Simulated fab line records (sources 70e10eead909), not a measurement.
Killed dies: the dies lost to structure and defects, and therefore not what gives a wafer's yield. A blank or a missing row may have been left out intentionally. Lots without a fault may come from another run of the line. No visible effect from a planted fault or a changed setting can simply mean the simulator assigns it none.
What tool caused it? + flow nand-harc + 13 lots, 39 wafers sampled, at 5 steps of a route of 1302

== WHAT THE GAUGES READ, wafer by wafer ==
NHARC_END_SORT_01. Usual: defect-limited-yield is 90.6 % with standard deviation 2.9, killed-at-array is 59 with standard deviation 20, killed-at-other is 0.8 with standard deviation 1.2, killed-at-periphery is 3.5 with standard deviation 2.2, killed-dies is 63 with standard deviation 20, killed-open is 3.3 with standard deviation 1.8, and killed-short is 2.6 with standard deviation 1.7.
| lot  | measured     | on        | defect-limited-yield (%) | killed-at-array | killed-at-other | killed-at-periphery | killed-dies | killed-open | killed-short | flag |
|------|--------------|-----------|--------------------------|-----------------|-----------------|---------------------|-------------|-------------|--------------|------|
| L585 | day 30 13:58 | prober-02 | 0 88.0 88.3              | 83 70 73        | 591 1 0         | 3 10 6              | 677 81 79   | 6 4 5       | 4 6 2        | OFF  |
| L584 | day 30 13:58 | prober-01 | 93.2 94.1 0              | 43 37 38        | 0 0 638         | 3 3 1               | 46 40 677   | 4 3 2       | 1 1 2        | OFF  |

== EACH LOT AND THE TOOL THAT RAN IT (in order: tool; ch and the chambers of the sampled wafers; start) ==
| lot  | NHARC_A_BONDPAD_PVD_17                  | NHARC_THIN_TSV_DESCUM_14           | NHARC_THIN_TSV_STRIP_62              | NHARC_THIN_TSV_ECD_20          |
|------|-----------------------------------------|------------------------------------|--------------------------------------|--------------------------------|
| L569 | pvd-sputter-02, day 23 09:34 or earlier | rie-diel-06 ch 1,2, day 23 09:34   | plasma-asher-02 ch 0,1, day 23 12:48 | ecd-cu-02 ch 0,1, day 23 13:31 |
| L570 | pvd-sputter-03, day 24 00:23 or earlier | rie-diel-03 ch 0,1,3, day 24 00:23 | plasma-asher-02 ch 0,1, day 24 03:01 | ecd-cu-02 ch 0,1, day 24 03:44 |
| L572 | pvd-sputter-03, day 25 01:18 or earlier | rie-diel-01 ch 0,1,3, day 25 01:18 | plasma-asher-01 ch 0,1, day 25 03:59 | ecd-cu-02 ch 1, day 25 04:36   |
| L573 | pvd-sputter-01, day 25 02:30 or earlier | rie-diel-06 ch 0,1,3, day 25 02:30 | plasma-asher-02 ch 0,1, day 25 05:20 | ecd-cu-02 ch 0,1, day 25 06:04 |
| L575 | pvd-sputter-02, day 26 12:21 or earlier | rie-diel-01 ch 1,2, day 26 12:21   | plasma-asher-02 ch 0,1, day 26 14:52 | ecd-cu-02 ch 0,1, day 26 15:44 |
| L574 | pvd-sputter-02, day 26 13:26 or earlier | rie-diel-03 ch 0,2,3, day 26 13:26 | plasma-asher-01 ch 0,1, day 26 15:52 | ecd-cu-01 ch 0,1, day 26 16:35 |
| L578 | pvd-sputter-01, day 27 11:40 or earlier | rie-diel-01 ch 0,1,2, day 27 11:40 | plasma-asher-01 ch 0,1, day 27 14:15 | ecd-cu-02 ch 0,1, day 27 14:52 |
| L580 | pvd-sputter-02, day 28 01:26 or earlier | rie-diel-06 ch 0,1,3, day 28 01:26 | plasma-asher-02 ch 0,1, day 28 04:25 | ecd-cu-01 ch 0,1, day 28 05:09 |
| L581 | pvd-sputter-01, day 28 15:51 or earlier | rie-diel-03 ch 0,2, day 28 15:51   | plasma-asher-02 ch 0,1, day 28 18:18 | ecd-cu-01 ch 0,1, day 28 18:56 |
| L583 | pvd-sputter-01, day 29 07:13 or earlier | rie-diel-01 ch 0,2,3, day 29 07:13 | plasma-asher-02 ch 0,1, day 29 09:43 | ecd-cu-02 ch 0,1, day 29 10:20 |
| L585 | pvd-sputter-01, day 29 22:27 or earlier | rie-diel-03 ch 0,1, day 29 22:27   | plasma-asher-02 ch 0,1, day 30 00:59 | ecd-cu-02 ch 0,1, day 30 01:37 |
| L584 | pvd-sputter-03, day 29 23:43 or earlier | rie-diel-03 ch 0,2,3, day 29 23:43 | plasma-asher-02 ch 0,1, day 30 02:10 | ecd-cu-02 ch 0,1, day 30 02:52 |
| L592 | pvd-sputter-01, day 34 06:07 or earlier | rie-diel-06 ch 1,2, day 34 06:07   | plasma-asher-01 ch 0,1, day 34 08:35 | ecd-cu-02 ch 1, day 34 09:20   |
- NHARC_A_BONDPAD_PVD_17: deposits TaN, target thk 5 nm, time 8.06 s.
- NHARC_THIN_TSV_DESCUM_14: chemistry O2, time 3 s.
- NHARC_THIN_TSV_STRIP_62: strips in N2/H2, time 20 s.
- NHARC_THIN_TSV_ECD_20: material Cu, target thk 2000 nm.

== AS READ BY THE TOOLS THEMSELVES (means over the sampled wafers that have a number; for cases with no such wafer, the mark the record gives instead) ==
NHARC_A_BONDPAD_PVD_17. Usual: cathode-dc-power-W 15000 W, standard deviation 2.8; throttle-valve-pct 30.6 %, standard deviation 1.1.
| lot  | tool           | cathode-dc-power-W (W) | throttle-valve-pct (%) | flag |
|------|----------------|------------------------|------------------------|------|
| L569 | pvd-sputter-02 | 15000                  | 30.7                   |      |
| L570 | pvd-sputter-03 | 14999                  | 29.9                   |      |
| L572 | pvd-sputter-03 | 15002                  | 29.7                   |      |
| L573 | pvd-sputter-01 | 14998                  | 30.4                   |      |
| L575 | pvd-sputter-02 | 15000                  | 31.1                   |      |
| L574 | pvd-sputter-02 | 15001                  | 31.2                   |      |
| L578 | pvd-sputter-01 | 15004                  | 29.9                   |      |
| L580 | pvd-sputter-02 | 15002                  | 31.9                   |      |
| L581 | pvd-sputter-01 | 14999                  | 29.9                   |      |
| L583 | pvd-sputter-01 | 15000                  | 30.1                   |      |
| L585 | pvd-sputter-01 | 15001                  | 30.9                   |      |
| L584 | pvd-sputter-03 | 14999                  | 29.8                   |      |
| L592 | pvd-sputter-01 | 14998                  | 30.2                   |      |

NHARC_THIN_TSV_DESCUM_14. Usual: drypump-motor-current-A 5.67 A, standard deviation 0.24; oes-product-au 0.999 a.u., standard deviation 0.011; rf-vpp-V 57.9 V, standard deviation 0.84; showerhead-plenum-p-Torr 1.94 Torr, standard deviation 0.083; throttle-valve-pct 11.312 %, standard deviation 0.0094.
| lot  | tool        | drypump-motor-current-A (A) | oes-product-au (a.u.) | rf-vpp-V (V) | showerhead-plenum-p-Torr (Torr) | throttle-valve-pct (%) | flag |
|------|-------------|-----------------------------|-----------------------|--------------|---------------------------------|------------------------|------|
| L569 | rie-diel-06 | 5.82                        | 1.001                 | 58.2         | 2.01                            | 11.319                 |      |
| L570 | rie-diel-03 | 5.87                        | 0.998                 | 58.3         | 1.98                            | 11.310                 |      |
| L572 | rie-diel-01 | 5.64                        | 0.993                 | 57.8         | 1.92                            | 11.307                 |      |
| L573 | rie-diel-06 | 5.58                        | 0.995                 | 57.8         | 1.92                            | 11.309                 |      |
| L575 | rie-diel-01 | 5.30                        | 0.994                 | 57.3         | 1.89                            | 11.315                 |      |
| L574 | rie-diel-03 | 5.77                        | 1.003                 | 57.6         | 1.93                            | 11.317                 |      |
| L578 | rie-diel-01 | 5.50                        | 0.997                 | 58.2         | 1.94                            | 11.314                 |      |
| L580 | rie-diel-06 | 5.58                        | 0.999                 | 58.3         | 1.92                            | 11.310                 |      |
| L581 | rie-diel-03 | 5.54                        | 1.010                 | 58.1         | 1.88                            | 11.311                 |      |
| L583 | rie-diel-01 | 5.73                        | 0.995                 | 58.3         | 1.93                            | 11.310                 |      |
| L585 | rie-diel-03 | 5.72                        | 1.003                 | 57.2         | 1.97                            | 11.312                 |      |
| L584 | rie-diel-03 | 5.76                        | 1.010                 | 57.4         | 1.93                            | 11.305                 |      |
| L592 | rie-diel-06 | 5.81                        | 0.990                 | 58.0         | 2.00                            | 11.314                 |      |

NHARC_THIN_TSV_STRIP_62. Usual: drypump-motor-current-A 6.1 A, standard deviation 0.6; heater-power-w 356 W, standard deviation 36.
| lot  | tool            | drypump-motor-current-A (A) | heater-power-w (W) | flag |
|------|-----------------|-----------------------------|--------------------|------|
| L569 | plasma-asher-02 | 5.5                         | 337                |      |
| L570 | plasma-asher-02 | 5.9                         | 318                |      |
| L572 | plasma-asher-01 | 6.5                         | 388                |      |
| L573 | plasma-asher-02 | 5.9                         | 313                |      |
| L575 | plasma-asher-02 | 5.5                         | 341                |      |
| L574 | plasma-asher-01 | 6.5                         | 392                |      |
| L578 | plasma-asher-01 | 6.5                         | 395                |      |
| L580 | plasma-asher-02 | 5.5                         | 343                |      |
| L581 | plasma-asher-02 | 5.5                         | 340                |      |
| L583 | plasma-asher-02 | 5.9                         | 327                |      |
| L585 | plasma-asher-02 | 5.9                         | 324                |      |
| L584 | plasma-asher-02 | 5.5                         | 342                |      |
| L592 | plasma-asher-01 | 6.6                         | 371                |      |

== THE ANSWER, worked out from the rows above alone ==
Rule: take the mean of a lot's wafers that have a number; if it is more than 3 standard deviations from the usual mean, the lot is off. A lot without any number at a reading at which 4 lots or more have one is off too. Where the step has rows for the other lots, those lots are counted as sound. The gauges are gone through in route order, then the tools' own readings, and for those a lot's mean is taken as printed above. At the first step where some lot is off, the reading lying furthest off is the one used; lots without a number count as furthest.
Off at NHARC_END_SORT_01 (killed-at-other): L585, L584. Neither off nor sound, because the step has no rows for them: L569, L570, L572, L573, L575, L574, L578, L580, L581, L583, L592.
If a tool, at a process step before that reading, ran all the lots that are off and no sound lot after the first of them, it fits. The gauges at NHARC_END_SORT_01 are tried like those tools. Because NHARC_A_BONDPAD_PVD_17 lacks a start for some lots, the hours and order of its lots are taken from NHARC_THIN_TSV_DESCUM_14. Can't be told from this: 3 tools fit, rie-diel-03 at NHARC_THIN_TSV_DESCUM_14, plasma-asher-02 at NHARC_THIN_TSV_STRIP_62, ecd-cu-02 at NHARC_THIN_TSV_ECD_20.

== WHAT WAS PUT IN BY THE SIMULATOR ==
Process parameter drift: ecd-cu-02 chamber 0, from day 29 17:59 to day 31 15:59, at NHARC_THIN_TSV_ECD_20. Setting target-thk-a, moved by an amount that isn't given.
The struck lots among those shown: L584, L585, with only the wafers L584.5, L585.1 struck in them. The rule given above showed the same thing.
